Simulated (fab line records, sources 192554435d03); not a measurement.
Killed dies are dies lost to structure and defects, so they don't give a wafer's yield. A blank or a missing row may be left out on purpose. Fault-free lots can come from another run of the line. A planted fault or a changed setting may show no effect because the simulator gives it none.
Matching of chambers    flow n5Finfet    N5_MOL_CONTACT_COAG_CMP_52 on cmp-04 has 4 sister chambers
The step polishes, stops on SiO2, t overpolish 1.5 s, target thk 66.5 nm. 4 wafers are shown with their chamber, then 8 later ones without.

## WAFERS WITH THEIR CHAMBER
wafer   chamber  motorCurrentA (A)
L079.3  3        11.7
L080.1  0        12.1
L080.6  1        12.5
L087.2  2        12.3

## WAFERS WHOSE CHAMBER IS MISSING
wafer   motorCurrentA (A)
L087.4  12.0
L087.6  12.6
L091.2  11.9
L091.4  12.5
L091.6  11.9
L096.1  11.8
L096.2  12.5
L096.3  13.5

## WHICH CHAMBER EACH WENT THROUGH
wafer   from the rows above                in truth
L087.4  can't be placed: 0 or 2 or 3 or 1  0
L087.6  can't be placed: 1 or 2 or 0       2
L091.2  can't be placed: 0 or 3 or 2 or 1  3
L091.4  can't be placed: 1 or 2 or 0       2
L091.6  can't be placed: 0 or 3 or 2 or 1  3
L096.1  can't be placed: 3 or 0 or 2 or 1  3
L096.2  can't be placed: 1 or 2 or 0       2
L096.3  can't be placed: 1 or 2 or 0       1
Placed correctly: 0 of 8. These rows do not allow placing 8 (true chamber among the candidates in 8). Placed wrongly: 0.
How it was worked out, from the rows above alone: a wafer's distance from a chamber is the root of the sum, over the readings, of the square of ((its reading less the chamber's mean) divided by the reading's scatter). If the next closest chamber is less than 2 further off than the closest, the wafer can't be placed; otherwise it belongs to the closest. The mean given for a chamber averages the wafers shown for that chamber. The scatter (one wafer shown for each chamber): square how far every hidden wafer sits from the nearest shown wafer, average those squares and take the square root.
